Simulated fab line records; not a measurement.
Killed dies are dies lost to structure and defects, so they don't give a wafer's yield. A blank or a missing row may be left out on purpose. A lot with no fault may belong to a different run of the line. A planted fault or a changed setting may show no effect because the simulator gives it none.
Lot-split experiment	flow n5 finfet	on a route of 1938 steps: 7 lots, 21 wafers read

ON THE SPLIT
At N5_BEOL_M3_PECVD_72 (deposits SiO2 from TEOS/O2, target thk 16 nm, time 18 s), the setting temp c was moved away from the recipe's 400 C on 7 of the 21 wafers read, by -2.5% to +3.6%. All remaining wafers had this setting at the recipe value.

FROM THE SPLIT TO THE READING: what the file shows between them, 8 steps
- N5_BEOL_M3_COAT_62: time 60 s, resist thk 12 nm (also split here: spin rpm)
- N5_BEOL_M3_COAT_73: time 60 s, resist thk 5 nm
- N5_BEOL_M3_COAT_05: resist thk 30 nm
- N5_BEOL_M3_DESCUM_16: chemistry O2, time 7 s
- N5_BEOL_M3_ETCH_74: etches underlayer in N2/H2, target depth 6.5 nm, time 5.2 s
- N5_BEOL_M3_ETCH_63: etches SiARC in CF4, target depth 15.6 nm, time 26 s
- N5_BEOL_M3_ETCH_41: etches SiCN in CH3F/O2, target depth 29.9 nm, time 52.5 s (also split here: target depth a)
- N5_BEOL_M3_STRIP_97: strips in N2/H2, time 10 s

THE READING
SiO2_of_BEOL_M3_PECVD_72.thk nm (the simulator's own value, which no gauge read), in nm, at N5_BEOL_M3_HM_STRIP_39 (strips TiN in peroxide tin strip, target depth 25 nm, time 158 s). The file gives no usual value for it. Across the 14 wafers here that went through the recipe, the average is 15.9 nm and the standard deviation 0.2 nm.

wafer	tool, chamber at the split	temp c as run, C	against the recipe	SiO2_of_BEOL_M3_PECVD_72.thk nm, nm	against lot-mates on the recipe
L075.2	pecvd-02, 0	390.2	-2.5%	16.8	+0.9
L075.3	pecvd-02, 2	400	recipe	15.8	-
L075.6	pecvd-02, 0	400	recipe	16	-
L074.2	pecvd-03, 1	400	recipe	15.8	-
L074.3	pecvd-03, 0	400	recipe	15.6	-
L074.4	pecvd-03, 2	400	recipe	16.2	-
L077.1	pecvd-02, 1	414.5	+3.6%	14.4	-1.8
L077.6	pecvd-02, 1	414.5	+3.6%	14.4	-1.8
L077.5	pecvd-02, 0	400	recipe	16.2	-
L078.1	pecvd-04, 0	400	recipe	16	-
L078.6	pecvd-04, 2	400	recipe	16	-
L078.3	pecvd-04, 2	400	recipe	15.6	-
L088.2	pecvd-03, 1,2	400	recipe	16	-
L088.5	pecvd-03, 1,2	400	recipe	16	-
L088.4	pecvd-03, 0	409.8	+2.4%	15	-1.0
L095.1	pecvd-03, 2	400	recipe	15.8	-
L095.3	pecvd-03, 0	407.5	+1.9%	15	-0.8
L095.5	pecvd-03, 1	407.5	+1.9%	15.4	-0.4
L096.1	pecvd-03, 1	413	+3.2%	14.4	-1.3
L096.3	pecvd-03, 2	400	recipe	15.6	-
L096.5	pecvd-03, 2	400	recipe	15.8	-
Where a row lists several chambers, the file gives one row for several wafers and doesn't say which wafer went through which chamber.

THE FIT
A straight line over all 21 wafers: SiO2_of_BEOL_M3_PECVD_72.thk nm changes by -0.403 nm for each +1% of temp c; r = -0.96; the points scatter about the line by 0.19 nm.
The same after taking each lot's own level away (the mean of its wafers on the recipe; 21 wafers): -0.432 nm for each +1%; r = -0.96; scatter 0.18 nm.
According to that fit, moving temp c by its largest amount changes the reading by 1.6 nm.
From 15.70 to 16.20 nm: that is the span of the lots' own levels, equal to 2.6 times the standard deviation above.
So the lot-to-lot level changes the slope little: the two slopes agree.
Check: with one of the wafers moved furthest among these (+3.6%) left out of the fit, the line predicts -1.5 nm for it against its lot-mates. It came out at -1.8 nm against them.

OTHER SPLITS APPLIED TO THESE WAFERS
These wafers also went through other splits before the reading. Each is held against what the fit with the lots' levels taken away leaves over:
other split on the same wafers	wafers away from the commonest value	r with SiO2_of_BEOL_M3_PECVD_72.thk nm (lot level and that fit taken away)
N5_BEOL_M0_SAQP_DESCUM_45 time s	7	-0.45
N5_BEOL_M1_COAT_05 spin rpm	9	-0.20
N5_BEOL_M1_ETCH_64 time s	10	-0.18
N5_BEOL_M2_COAT_67 spin rpm	7	-0.04
N5_BEOL_M2_COAT_68 spin rpm	6	+0.03
N5_BEOL_M3_COAT_62 spin rpm	10	+0.27
N5_BEOL_M3_ETCH_41 target depth a	6	-0.15

THE WHOLE CHAIN: every reading that the file lists as answering this split, in the file's order
step	what it does	reading	change (the file's fit)	r (the file's)
N5_BEOL_M3_PECVD_72	deposits SiO2 from TEOS/O2, target thk 16 nm, time 18 s	SiO2_of_BEOL_M3_PECVD_72.thk nm (the simulator's own value, which no gauge read)	-0.409 nm for each +1% of the setting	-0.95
N5_BEOL_M3_HM_STRIP_39	strips TiN in peroxide tin strip, target depth 25 nm, time 158 s	SiO2_of_BEOL_M3_PECVD_72.thk nm (the simulator's own value, which no gauge read)	-0.421 nm for each +1% of the setting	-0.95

THE FILE'S OWN FIT
SiO2_of_BEOL_M3_PECVD_72.thk nm changes by -0.421 nm for each +1% of temp c, r = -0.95.
